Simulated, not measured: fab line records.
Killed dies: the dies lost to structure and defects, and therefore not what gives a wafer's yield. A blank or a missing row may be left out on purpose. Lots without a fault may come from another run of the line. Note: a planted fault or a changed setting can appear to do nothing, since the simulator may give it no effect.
Chamber matching + flow n5-finfet + cmp-01 running N5_BEOL_M13_CMP_49: 4 sister chambers
The step polishes, stops on SiOC, t overpolish 17.1 s, target thk 420 nm. 8 wafers are shown with their chamber, then 12 later ones without.

## WAFERS PAIRED WITH THEIR CHAMBERS
| wafer  | chamber | motor-current-A (A) | barrier-field-endpoint-s (s) |
|--------|---------|---------------------|------------------------------|
| L082.5 | 0       | 6.3                 | 30.5                         |
| L085.3 | 1       | 6.6                 | 29.6                         |
| L087.1 | 3       | 5.2                 | 31.9                         |
| L087.3 | 2       | 4.7                 | 30.2                         |
| L087.5 | 2       | 5.1                 | 29.5                         |
| L086.2 | 3       | 5.1                 | 31.8                         |
| L086.3 | 0       | 6.2                 | 32.2                         |
| L086.4 | 1       | 6.8                 | 30.5                         |

## WAFERS WITH NO CHAMBER GIVEN
| wafer  | motor-current-A (A) | barrier-field-endpoint-s (s) |
|--------|---------------------|------------------------------|
| L090.1 | 6.3                 | 32.9                         |
| L090.3 | 6.6                 | 30.9                         |
| L090.6 | 6.2                 | 31.6                         |
| L093.1 | 6.6                 | 29.7                         |
| L093.3 | 5.0                 | 30.1                         |
| L093.4 | 6.0                 | 30.4                         |
| L095.2 | 4.8                 | 29.7                         |
| L095.5 | 6.6                 | 29.9                         |
| L095.6 | 4.8                 | 30.7                         |
| L097.2 | 6.8                 | 30.6                         |
| L097.3 | 5.2                 | 30.7                         |
| L097.5 | 4.9                 | 30.3                         |

## CHAMBER TAKEN BY EACH
| wafer  | from the rows above     | in truth |
|--------|-------------------------|----------|
| L090.1 | 0                       | 0        |
| L090.3 | can't be placed: 1 or 0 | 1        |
| L090.6 | 0                       | 0        |
| L093.1 | 1                       | 1        |
| L093.3 | can't be placed: 2 or 3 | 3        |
| L093.4 | 0                       | 0        |
| L095.2 | 2                       | 2        |
| L095.5 | 1                       | 1        |
| L095.6 | can't be placed: 2 or 3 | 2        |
| L097.2 | 1                       | 1        |
| L097.3 | can't be placed: 3 or 2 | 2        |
| L097.5 | can't be placed: 2 or 3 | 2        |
Placed correctly: 7 of 12. Not placeable from these rows: 5 (in 5, the candidates include the true chamber). Wrongly placed: 0.
How it was worked out, from the rows above alone: a wafer's distance from a chamber is the root of the sum, over the readings, of the square of ((its reading less the chamber's mean) divided by the reading's scatter). If the next closest chamber is less than 2 further off than the closest, the wafer can't be placed; otherwise it belongs to the closest. The mean given for a chamber averages the wafers shown for that chamber. The scatter: the root of (the sum of the squares of (reading less its chamber's mean) over the shown wafers, divided by (wafers less chambers)).
